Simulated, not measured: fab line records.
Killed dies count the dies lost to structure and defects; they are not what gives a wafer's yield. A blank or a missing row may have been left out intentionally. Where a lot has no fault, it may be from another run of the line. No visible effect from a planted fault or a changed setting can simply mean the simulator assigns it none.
A lot that was struck, set against a sound lot | flow nand-harc | 14 out of 1159 route steps
Sound: the wafers L436.1, L436.2, L436.6. Struck: wafer L437.3 (L437.4, L437.6, from the same lot, were not struck and are left out); the cause is given at the end.
For every step that has rows: the tool of each side, followed by ch and its chambers, followed by its first start. Under that, the readings that differ: sound wafers | struck wafers | difference of the means | sigmas: that difference in standard deviations of wafers without a fault.
alike: readings whose means differ by less than 2 such deviations, and words and numbers that are the same on both sides. not compared: withheld readings, readings that some wafer has no value for, bounds like >300 that may hide the same value, and numbers for which the record gives no deviation and whose values overlap.
The two part at a step that has a row with sigmas, a row that says differs or no value, or rows on one side only. Non-overlapping numbers with no deviation appear without sigmas and do not part them. A reading that every wafer of one side lacks parts them only if that side has two wafers or more.

first, 3 steps without rows for these wafers: NHARC_THIN_TSV_EXPOSE_09 (exposes mask TSV); NHARC_THIN_TSV_PEB_10 (peb time 85 s); NHARC_THIN_TSV_DEVELOP_11 (time 70 s).
NHARC_THIN_TSV_CD_MEAS_12: target cd 1000 nm.
  sound on cd-sem-01 ch 0, day 19 00:24; struck on cd-sem-01 ch 0, day 19 00:36
  alike: cd-nm
then, 1 step without rows for these wafers: NHARC_THIN_TSV_HARDBAKE_13 (time 80 s).
NHARC_THIN_TSV_DESCUM_14: chemistry O2, time 3 s.
  sound on rie-diel-06 ch 0,1,2, day 19 00:34; struck on rie-diel-08 ch 1, day 19 00:48
  alike: drypump-motor-current-A, oes-product-au, rf-vpp-V, showerhead-plenum-p-Torr, throttle-valve-pct
  not compared: rf-hours-counter-h
NHARC_THIN_TSV_ETCH_44: etches the open film in CF4/O2, target depth 1594.2 nm, time 797.1 s.
  sound on rie-diel-06 ch 0,1,2, day 19 00:46; struck on rie-diel-08 ch 0, day 19 01:41
  reading                         | sound          | struck | difference | sigmas
  rf-vpp-V (V)                    | 794 797 794    | 786    | -9         | -2
  showerhead-plenum-p-Torr (Torr) | 1.82 1.89 1.82 | 1.70   | -0.14      | -2
  alike: drypump-motor-current-A, oes-product-au, throttle-valve-pct
  not compared: rf-hours-counter-h
then, 1 step without rows for these wafers: NHARC_THIN_TSV_ETCH_15 (target depth 3000 nm, bosch target overetch cycles 2, bosch etch step 2.8 s).
NHARC_THIN_TSV_CD_MEAS_16:
  sound: cd-sem-03 at day 19 01:21; struck: cd-sem-02 at day 19 02:25
  alike: cd-nm
NHARC_THIN_TSV_STRIP_45: strips in O2.
  sound on plasma-asher-01 ch 0,1, day 19 01:26; struck on plasma-asher-01 ch 1, day 19 02:35
  alike: drypump-motor-current-A, heater-power-w
  not compared: rf-hours-counter-h
then, 1 step without rows for these wafers: NHARC_THIN_TSV_STRIP_46 (strips in post etch residue remover, time 1200 s).
NHARC_THIN_TSV_DEP_47: deposits SiO2, target thk 200 nm.
  sound on pecvd-03 ch 1,2, day 19 02:14; struck on pecvd-03 ch 0, day 19 03:22
  alike: throttle-valve-pct
NHARC_THIN_TSV_ETCHBACK_48: etches the open film in C4F8/Ar, target depth 1028.5 nm, time 405.17 s.
  sound on rie-diel-06 ch 0,1, day 19 02:40; struck on rie-diel-06 ch 1, day 19 03:41
  reading          | sound             | struck | difference | sigmas
  run-length-s (s) | 426.0 425.6 426.0 | 310.7  | -115.2     | -99 or more
  alike: oes-product-au, rf-vpp-V
  not compared: rf-hours-counter-h
NHARC_THIN_TSV_STRIP_62: strips in N2/H2, time 20 s.
  sound on plasma-asher-01 ch 0,1, day 19 03:00; struck on plasma-asher-01 ch 0, day 19 04:05
  alike: drypump-motor-current-A, heater-power-w
  not compared: rf-hours-counter-h

WHERE THEY PART
Last at NHARC_THIN_TSV_ETCHBACK_48 as far as this record goes, first at NHARC_THIN_TSV_ETCH_44. Later steps at which nothing parts them and some readings are alike: NHARC_THIN_TSV_STRIP_62.

WHY: what had been put in by the simulator
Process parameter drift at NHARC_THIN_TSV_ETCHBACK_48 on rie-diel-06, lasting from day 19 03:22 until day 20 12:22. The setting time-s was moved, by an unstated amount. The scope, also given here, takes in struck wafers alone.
